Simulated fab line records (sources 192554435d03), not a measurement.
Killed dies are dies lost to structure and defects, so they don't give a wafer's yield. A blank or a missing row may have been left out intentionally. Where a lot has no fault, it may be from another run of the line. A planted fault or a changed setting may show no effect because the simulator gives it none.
Code-filled problem report in 8D (eight disciplines) form | flow n5Finfet | the parts of the form that need people (team, actions taken, sign-off) are left out

== 1. WHAT WENT WRONG ==
N5_BEOL_M9_PECVD_70, susceptorTempC: mean 425.66 C on 2 wafers (1 lot); fault-free wafers 400.04 C, standard deviation 0.23. So: +99 or more standard deviations from the usual mean.
The step: deposits SiO2 from TEOS/O2, target thk 20 nm, time 22.7 s.
First seen on wafer L212.2, day 13 18:01, on pecvd-03. The record has a number at this step for 30 wafers belonging to 10 lots. Rule for "out", or "out of limits": more than 4 standard deviations from the usual mean. All remaining wafers that have a number are taken as sound.

== 2. WHAT IT IS; WHAT IT IS NOT ==
question                    | is                | is not
which readings at this step | susceptorTempC    | heaterPowerW, showerheadPlenumPTorr, throttleValvePct
which lots                  | L212              | L196, L197, L199, L202, L203, L204, L206, L211, L219
which wafers of those lots  | L212.2, L212.5    | L212.1
read on which tools         | pecvd-03          | pecvd-02, pecvd-04
when                        | from day 13 18:01 | up to then (25 sound wafers); but 3 sound wafers of L219 came after

== 3. WHAT RULES OUT EACH SUSPECT ==
Counting: a tool at a process step up to the reading stays a suspect if it ran every lot that is out. Sound lots after the first of them don't rule it out here, since some wafers of a struck lot are sound.
- uvCure-01 at N5_BEOL_M8_CURE_75 (cures SiCOH lowk, time 120 s): kept. The lot that is out, L212, ran on it at day 13 14:18; the last sound lot it ran before that was L203, at day 11 07:26.
- cmp-02 at N5_BEOL_M8_CMP_52 (polishes, stops on SiCOH lowk, t overpolish 6.9 s, target thk 80 nm): kept. The lot that is out, L212, ran on it at day 13 16:34; the last sound lot it ran before that was L211, at day 13 11:37.
- pecvd-03 at N5_BEOL_M9_PECVD_70 (deposits SiO2 from TEOS/O2, target thk 20 nm, time 22.7 s): kept. The lot that is out, L212, ran on it at day 13 18:01; the last sound lot it ran before that was L206, at day 11 18:12. Its own susceptorTempC readings are out on those wafers.
- Within pecvd-03 at N5_BEOL_M9_PECVD_70: the wafers that are out ran in chamber 2; their sound lot-mates ran in chamber 0.
Still standing after the count: uvCure-01 at N5_BEOL_M8_CURE_75, cmp-02 at N5_BEOL_M8_CMP_52, pecvd-03 at N5_BEOL_M9_PECVD_70.

== 4. THE CAUSE (what the simulator had put in) ==
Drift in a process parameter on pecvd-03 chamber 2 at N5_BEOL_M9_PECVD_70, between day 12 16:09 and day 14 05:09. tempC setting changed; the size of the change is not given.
3 suspects survive the count, and this tool is in that group.

== 5. SEQUENCE OF EFFECTS, ordered by route ==
Rows list readings where the struck wafers' mean (over those with a number) sits beyond 3 standard deviations from the usual. Only readings whose record carries a usual standard deviation are examined. hours: median over the lots of the time between each lot's start at the first step of this table that gives one and its start at this step. sigmas: the change, counted in usual standard deviations.
hours | step                | reading               | usual    | on struck wafers | change | sigmas
0     | N5_BEOL_M9_PECVD_70 | susceptorTempC        | 400.04 C | 425.66           | +25.62 | +99 or more
4     | N5_BEOL_M9_CMP_52   | barrierFieldEndpointS | 28.8 s   | 23.9             | -4.9   | -8.1
Here are the process steps it includes:
- N5_BEOL_M9_PECVD_70: deposits SiO2 from TEOS/O2, target thk 20 nm, time 22.7 s.
- N5_BEOL_M9_CMP_52: polishes, stops on SiCOH lowk, t overpolish 7 s, target thk 140 nm.

== 6. WHAT WOULD HAVE CAUGHT IT SOONER ==
26 hours passed between the start of the fault at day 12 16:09 and the first reading out of limits in this record, taken at day 13 18:01.
